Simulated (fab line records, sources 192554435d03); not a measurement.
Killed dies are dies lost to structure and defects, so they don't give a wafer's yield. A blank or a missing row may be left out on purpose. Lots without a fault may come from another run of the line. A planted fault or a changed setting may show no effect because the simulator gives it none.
One fault seen from 2 desks | flow n5_finfet | each desk has only its own numbers; what lay behind them comes last

THE METROLOGY DESK
What the gauges read, lot by lot, whatever tool the lot ran on: means of the sampled wafers that have a number. A lot is out of limits, marked OUT, if its mean lies more than 4 standard deviations from the usual mean; the brackets give that distance.
Columns: A = cd_nm at N5_FIN_SAQP_CD_MEAS_16, usual 35.55 nm
lot  | first seen here | A
L146 | day 1 21:46     | 36.00
L148 | day 2 09:36     | 35.48
L149 | day 2 16:23     | 35.44
L151 | day 3 03:44     | 35.44
L156 | day 4 10:08     | 32.57 (-9.9) OUT
L159 | day 5 04:34     | 34.79
L161 | day 5 15:28     | 35.51
L162 | day 5 21:25     | 35.22
L164 | day 6 10:52     | 35.63
L165 | day 6 17:52     | 35.60
L166 | day 6 22:52     | 35.49
L169 | day 7 18:47     | 35.92
This desk's finding: out of limits on L156; first on L156, day 4 10:08 (cd_nm at N5_FIN_SAQP_CD_MEAS_16). In limits: L146, L148, L149, L151, L159, L161, L162, L164, L165, L166, L169.

THE TOOL OWNER'S DESK: litho_track-05
The tool's own readings at N5_FIN_SAQP_PEB_14 (peb time 60 s): means of the sampled wafers that have a number, for each lot that ran on this tool. A lot is out of limits, marked OUT, if its mean lies more than 4 standard deviations from the usual mean; the brackets give that distance.
Columns: A = exhaust_pa at N5_FIN_SAQP_PEB_14, usual 45.1 Pa
lot  | first seen here | A
L151 | day 3 03:40     | 45.4
L156 | day 4 10:04     | 46.3
L159 | day 5 04:29     | 45.6
This desk's finding: nothing out of limits on any of the 3 lots.

PUT TOGETHER
The metrology desk could have raised an alarm at day 4 10:08, on L156.
The tool owner's desk saw nothing out of limits.
The tool owner's desk has L156 on record, within its limits.
Of the lots named, all ran N5_FIN_SAQP_PEB_14 on litho_track-05.

WHAT THE SIMULATOR HAD PUT IN
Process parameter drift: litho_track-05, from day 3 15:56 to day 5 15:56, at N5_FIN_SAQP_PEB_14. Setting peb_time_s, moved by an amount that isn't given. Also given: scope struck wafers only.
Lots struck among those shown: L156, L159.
Hours from the fault's start to each desk's first reading out of limits: the metrology desk, 18.
